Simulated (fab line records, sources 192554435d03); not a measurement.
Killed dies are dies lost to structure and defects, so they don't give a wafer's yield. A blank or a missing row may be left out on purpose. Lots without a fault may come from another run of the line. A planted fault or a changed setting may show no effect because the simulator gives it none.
A struck lot beside a sound one | flow n5_finfet | 26 steps out of a route of 1938
Sound: wafers L980.1, L980.2, L980.3. Struck: wafers L979.1, L979.3, L979.4. The cause comes at the end.
At each step with rows: each side's tool, then ch and its chambers, then its first start. Under that, the readings that differ: sound wafers | struck wafers | difference of the means | sigmas: that difference in standard deviations of wafers without a fault.
alike: readings whose means differ by less than 2 such deviations, and words and numbers that are the same on both sides. not compared: withheld readings, readings that some wafer has no value for, bounds like >300 that may hide the same value, and numbers for which the record gives no deviation and whose values overlap.
The two part at a step that has a row with sigmas, a row that says differs or no value, or rows on one side only. Numbers that don't overlap but have no deviation are shown without sigmas and don't part them. A reading that every wafer of one side lacks parts them only if that side has two wafers or more.

first, 10 steps without rows for these wafers: N5_SD_EPI_N_EPI_21 (deposits Si:P, time 690 s); N5_SD_EPI_N_PRECLEAN_24 (cleans in O3/DIW, time 60 s); N5_SD_EPI_N_SRD_25 (time 30 s); N5_SD_EPI_N_PRECLEAN_49 (cleans in NF3:NH3, afs cycles 1, time 20 s, sublimation time 60 s); N5_SD_EPI_N_LINER_46 (material SiNx, target thk 3 nm); N5_SD_EPI_P_COAT_34 (time 60 s, resist thk 350 nm); N5_SD_EPI_P_COAT_35 (time 60 s, resist thk 35 nm); N5_SD_EPI_P_COAT_03 (resist thk 150 nm); N5_SD_EPI_P_EBR_05; N5_SD_EPI_P_SOFTBAKE_04 (time 60 s).
N5_SD_EPI_P_EXPOSE_06: exposes mask SD P BLK, target cd 240 nm.
  sound on arfi_scanner-02 ch 0, day 7 06:52; struck on arfi_scanner-03 ch 0, day 6 23:44
  reading              | sound             | struck            | difference | sigmas
  exposure_dose_mJ_cm2 | 39.37 39.39 39.33 | 37.25 37.29 37.21 | -2.11      | -47
  alike: mask
then, 2 steps without rows for these wafers: N5_SD_EPI_P_PEB_07 (peb time 60 s); N5_SD_EPI_P_DEVELOP_08 (develop time 30 s).
N5_SD_EPI_P_CD_MEAS_09: target cd 240 nm.
  sound on cd_sem-02 ch 0, day 7 06:59; struck on cd_sem-02 ch 0, day 6 23:51
  reading    | sound             | struck            | difference | sigmas
  cd_nm (nm) | 239.4 239.6 240.5 | 235.7 237.1 233.9 | -4.3       | -4
N5_SD_EPI_P_DESCUM_14: chemistry O2, time 7.9 s.
  sound on rie_diel-03 ch 0,2,3, day 7 07:13; struck on rie_diel-06 ch 0,1,3, day 6 23:56
  reading                   | sound             | struck          | difference | sigmas
  model.SD_EPI_P.cd_nm (nm) | 239.2 239.8 240.2 | 235.6 237 234.2 | -4.1       |
  alike: drypump_motor_current_A, oes_product_au, rf_vpp_V, showerhead_plenum_p_Torr, temp_c, throttle_valve_pct
  not compared: rf_hours_counter_h
then, 7 steps without rows for these wafers: N5_SD_EPI_P_ETCH_36 (etches SiARC in CF4, target depth 45.5 nm, time 75.8 s); N5_SD_EPI_P_ETCH_37 (etches SOC in N2/H2, overetch 108 nm, time 486 s); N5_SD_EPI_P_STRIP_38 (strips in N2/H2); N5_SD_EPI_P_ETCHBACK_46 (etches SiNx in CH3F/O2, stops on SiO2, target depth 17.5 nm); N5_SD_EPI_P_ETCH_47 (etches SiOCN in CH3F/O2, target depth 25 nm); N5_SD_EPI_P_ETCH_16 (etches SiO2 in CHF3/O2, target depth 5 nm); N5_SD_EPI_P_STRIP_50 (strips in CHF3/O2).
N5_SD_EPI_P_SD_RECESS_17: chemistry HBr/Cl2/O2, target depth 39.1 nm, bt time 3 s.
  sound on rie_si-03 ch 0,2,3, day 7 07:55; struck on rie_si-03 ch 1,2,3, day 7 00:38
  reading                   | sound             | struck          | difference | sigmas
  model.SD_EPI_P.cd_nm (nm) | 237.8 239.4 238.6 | 236 236.6 234.6 | -3         |
  alike: drypump_motor_current_A, oes_product_au, throttle_valve_pct
  not compared: rf_hours_counter_h
then, 1 step without rows for these wafers: N5_SD_EPI_P_WET_ETCH_45 (etches SiO2 in dHF, time 10.7 s, target depth 2 nm, rinse time 30 s).
-- the record jumps here: 5 days lie between the struck wafers' starts before and after (it left off in module SD_EPI_P and takes up again in module BEOL_M4, whose first step shown is number 1111 of the route) --
N5_BEOL_M4_RC_MEAS_101:
  sound on prober-02 ch 0, day 12 07:58; struck on prober-01 ch 0, day 12 10:06
  alike: DIBL_N, DIBL_P, IOFF_N, IOFF_P, ION_N, ION_P, SS_N, SS_P, VT_N, VT_P
N5_PASSIVATION_PROBE_49:
  the record has rows for the sound wafers here (prober-01, day 17 02:44) and none for the struck ones

WHERE THEY PART
First at N5_SD_EPI_P_EXPOSE_06; last, within this record, at N5_PASSIVATION_PROBE_49.

WHY: what the simulator had put in
Process parameter drift: arfi_scanner-03, from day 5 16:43 on, at N5_SD_EPI_P_EXPOSE_06. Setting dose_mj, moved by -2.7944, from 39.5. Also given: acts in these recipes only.
